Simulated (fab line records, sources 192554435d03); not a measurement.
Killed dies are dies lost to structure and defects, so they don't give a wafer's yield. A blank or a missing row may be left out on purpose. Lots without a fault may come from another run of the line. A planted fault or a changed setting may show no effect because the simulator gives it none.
A struck lot beside a sound one | flow n5_finfet | 42 steps out of a route of 1938
Sound: wafers L444.1, L444.3, L444.4. Struck: wafers L460.2, L460.4, L460.5. The cause comes at the end.
At each step with rows: each side's tool, then ch and its chambers, then its first start. Under that, the readings that differ: sound wafers | struck wafers | difference of the means | sigmas: that difference in standard deviations of wafers without a fault.
alike: readings whose means differ by less than 2 such deviations, and words and numbers that are the same on both sides. not compared: withheld readings, readings that some wafer has no value for, bounds like >300 that may hide the same value, and numbers for which the record gives no deviation and whose values overlap.
The two part at a step that has a row with sigmas, a row that says differs or no value, or rows on one side only. Numbers that don't overlap but have no deviation are shown without sigmas and don't part them. A reading that every wafer of one side lacks parts them only if that side has two wafers or more.

first, 2 steps without rows for these wafers: N5_BEOL_M1_ETCH_41 (etches SiCN in CH3F/O2, target depth 31.9 nm, time 57.8 s); N5_BEOL_M1_STRIP_97 (strips in N2/H2, time 10 s).
N5_BEOL_M1_OCD_MEAS_38:
  sound on ocd-01, day 6 03:34; struck on ocd-01, day 10 09:54
  alike: trench_depth_nm
then, 4 steps without rows for these wafers: N5_BEOL_M1_HM_STRIP_39 (strips TiN in peroxide tin strip, target depth 25 nm, time 158 s); N5_BEOL_M1_SRD_40 (time 30 s); N5_BEOL_M1_PRECLEAN_42 (cleans in residue remover, time 60 s); N5_BEOL_M1_SRD_43 (time 30 s).
N5_BEOL_M1_CD_MEAS_35: target cd 18 nm, target cd y 21 nm.
  sound on cd_sem-02, day 6 03:43; struck on cd_sem-02, day 10 10:03
  alike: cd_nm
N5_BEOL_M1_DEGAS_44: time 60 s.
  sound on pvd_sputter-01, day 6 04:05; struck on pvd_sputter-01, day 10 10:16
  alike: heater_power_w, susceptor_temp_C
then, 3 steps without rows for these wafers: N5_BEOL_M1_PRE_CLEAN_45 (time 30 s); N5_BEOL_M1_ALD_84 (deposits TaN, pulse time 2 s, purge time 3 s, co reactant purge time 2 s); N5_BEOL_M1_SURFACE_TREAT_85.
N5_BEOL_M1_CVD_47: deposits Co from CCTBA/H2, target thk 3 nm, time 223.8 s.
  sound on cvd_co-01 ch 0,2, day 6 04:42; struck on cvd_co-01 ch 0,2, day 10 10:44
N5_BEOL_M1_SPUTTER_48: material Cu, target thk 4.5 nm, time 8.29 s.
  sound on pvd_sputter-03, day 6 04:58; struck on pvd_sputter-01, day 10 10:54
  alike: susceptor_temp_C, throttle_valve_pct
N5_BEOL_M1_ANNEAL_49: time 240 s.
  sound on pvd_sputter-03, day 6 05:03; struck on pvd_sputter-01, day 10 10:59
  alike: heater_power_w, susceptor_temp_C, susceptor_temp_C_max
N5_BEOL_M1_SPUTTER_79: material Cu, target thk 4.5 nm, time 8.29 s.
  sound on pvd_sputter-03, day 6 05:11; struck on pvd_sputter-01, day 10 11:07
  alike: susceptor_temp_C, throttle_valve_pct
then, 15 steps without rows for these wafers: N5_BEOL_M1_ANNEAL_80 (time 240 s); N5_BEOL_M1_SPUTTER_81 (material Cu, target thk 4.5 nm, time 8.29 s); N5_BEOL_M1_ANNEAL_82 (time 240 s); N5_BEOL_M1_SPUTTER_86 (material Cu, target thk 4.5 nm, time 8.29 s); N5_BEOL_M1_ANNEAL_87 (time 240 s); N5_BEOL_M1_SPUTTER_88 (material Cu, target thk 4.5 nm, time 8.29 s); N5_BEOL_M1_ANNEAL_89 (time 240 s); N5_BEOL_M1_SPUTTER_90 (material Cu, target thk 4.5 nm, time 8.29 s); N5_BEOL_M1_ANNEAL_91 (time 240 s); N5_BEOL_M1_SPUTTER_92 (material Cu, target thk 4.5 nm, time 8.29 s); N5_BEOL_M1_ANNEAL_93 (time 240 s); N5_BEOL_M1_SPUTTER_94 (material Cu, target thk 4.5 nm, time 8.29 s); N5_BEOL_M1_ANNEAL_95 (time 240 s); N5_BEOL_M1_SPUTTER_96 (material Cu, target thk 4.5 nm, time 8.29 s); N5_BEOL_M1_ECD_50 (material Cu, target thk 300 nm).
N5_BEOL_M1_ANNEAL_51: time 90 s.
  sound on rtp_anneal-01 ch 0, day 6 06:55; struck on rtp_anneal-02 ch 0, day 10 12:55
  alike: wafer_temp_C_max
then, 1 step without rows for these wafers: N5_BEOL_M1_CMP_52 (polishes, stops on SiOC, t overpolish 6.8 s, target thk 40 nm).
N5_BEOL_M1_THK_MEAS_53: measures by xrf.
  sound on film_metro-02, day 6 07:31; struck on film_metro-01, day 10 13:27
  alike: M1_THK
then, 4 steps without rows for these wafers: N5_BEOL_M1_PRE_CLEAN_60 (time 15 s); N5_BEOL_M1_CO_CAP_55 (material Co, precursor CCTBA/H2, target thk 2 nm, time 102.1 s); N5_BEOL_M1_PRE_CLEAN_56 (time 15 s); N5_BEOL_M1_DEP_57 (deposits SiCN from 3MS/NH3, target thk 8 nm, time 14 s).
N5_BEOL_M1_RS_MEAS_58: measures by four-point-probe.
  sound on film_metro-02, day 6 07:50; struck on film_metro-02, day 10 13:45
  alike: M1_RS
then, 1 step without rows for these wafers: N5_BEOL_M2_ILD_DEP_00 (deposits SiOC from DEMS/O2, target thk 79 nm, time 15.3 s).
N5_BEOL_M2_THK_MEAS_01:
  sound on film_metro-01, day 6 07:58; struck on film_metro-02, day 10 13:53
  alike: M2_ILD_THK
-- the record jumps here: 5 days lie between the struck wafers' starts before and after (it left off in module BEOL_M2 and takes up again in module PASSIVATION, whose first step shown is number 1936 of the route) --
N5_PASSIVATION_PROBE_49:
  the record has rows for the struck wafers here (prober-02, day 15 15:59) and none for the sound ones

WHERE THEY PART
Only at N5_PASSIVATION_PROBE_49, within this record.

WHY: what the simulator had put in
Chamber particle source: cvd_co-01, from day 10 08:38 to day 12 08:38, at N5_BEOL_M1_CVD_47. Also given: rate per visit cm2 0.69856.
